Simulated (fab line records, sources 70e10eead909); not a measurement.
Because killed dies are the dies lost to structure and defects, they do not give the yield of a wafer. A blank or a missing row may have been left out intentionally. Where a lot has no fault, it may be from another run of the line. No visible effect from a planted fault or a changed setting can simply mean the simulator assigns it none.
Problem report, 8D (eight disciplines) form, completed by code + flow nand_harc + the parts of the form that need people (team, actions taken, sign-off) are left out

== 1. WHAT IS WRONG ==
thk_nm at NHARC_A_ONON_D1_THK_MEAS_02 reads a mean of 685 nm on 6 wafers of 2 lots; wafers without a fault read 1000 nm with a standard deviation of 9.7. That is -32 standard deviations from the usual mean.
The step: measures by ellipsometry.
Seen first at day 10 18:20 on film_metro-02, wafer L624.2. The record has a number at this step for 36 wafers belonging to 12 lots. By rule, "out" or "out of limits" means more than 4 standard deviations away from the usual mean. The other wafers with a number count as sound.

== 2. WHAT IT IS; WHAT IT IS NOT ==
| question                    | is                           | is not                                                                    |
|-----------------------------|------------------------------|---------------------------------------------------------------------------|
| which readings at this step | thk_nm                       | -                                                                         |
| which lots                  | L624, L627                   | L612, L613, L614, L615, L619, L620, L621, L625, L633, L634                |
| which wafers of those lots  | all that have a number       | -                                                                         |
| read on which gauges        | film_metro-01, film_metro-02 | -                                                                         |
| when                        | from day 10 18:20            | up to then (24 sound wafers); but 6 sound wafers of L633, L634 came after |

== 3. THE SUSPECTS, EACH WITH WHAT RULES IT OUT ==
Counting: a tool at a process step up to the reading stays a suspect if it ran every lot that is out and no sound lot after the first of them.
- the gauge at NHARC_A_ONON_D1_THK_MEAS_02 has been ruled out. Those wafers that are out were read across 2 gauges (film_metro-01, film_metro-02).
- pecvd_onon-04 at NHARC_A_ONON_D1_DEP_00 (target thk 1000 nm): kept. It processed each lot that is out, first L624 at day 10 17:53, and no sound lot thereafter; up to then, the last sound lot it processed was L621 at day 9 23:10.
After counting, what remains is pecvd_onon-04 at NHARC_A_ONON_D1_DEP_00.

== 4. THE CAUSE (what the simulator had put in) ==
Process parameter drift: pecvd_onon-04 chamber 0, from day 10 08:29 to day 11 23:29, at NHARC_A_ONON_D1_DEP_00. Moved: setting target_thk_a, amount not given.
After counting, this tool was the only one left.

== 5. SEQUENCE OF EFFECTS, ordered by route ==
One row per reading whose mean, taken over the struck wafers that have a number, lies over 3 standard deviations from the usual. Readings are gone through only where the record gives a usual standard deviation; hours: the median, over the lots, of the time from a lot's start at the first step in this table giving one to that lot's start at this step; sigmas: the change measured in usual standard deviations.
| hours | step                        | reading         | usual   | on struck wafers | change | sigmas |
|-------|-----------------------------|-----------------|---------|------------------|--------|--------|
| 0     | NHARC_A_ONON_D1_THK_MEAS_02 | thk_nm          | 1000 nm | 685              | -315   | -32    |
| 284   | NHARC_END_SORT_01           | killed_at_array | 26      | 672              | +646   | +67    |
| 284   | NHARC_END_SORT_01           | killed_dies     | 31      | 677              | +646   | +67    |

== 6. WHAT WOULD HAVE CAUGHT IT SOONER ==
The first out-of-limits reading at a measuring or inspecting step in this record came at day 10 18:20, 10 hours after the fault's start at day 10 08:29.
No tool reading at NHARC_A_ONON_D1_DEP_00 that has a usual standard deviation in the record was out on any struck wafer, so an alarm limit of 4 standard deviations on those readings would not have fired.
Lots out: 2; of these, L627 started NHARC_A_ONON_D1_DEP_00 on pecvd_onon-04 after day 10 18:20. A tool hold placed at that time would have kept it from harm.
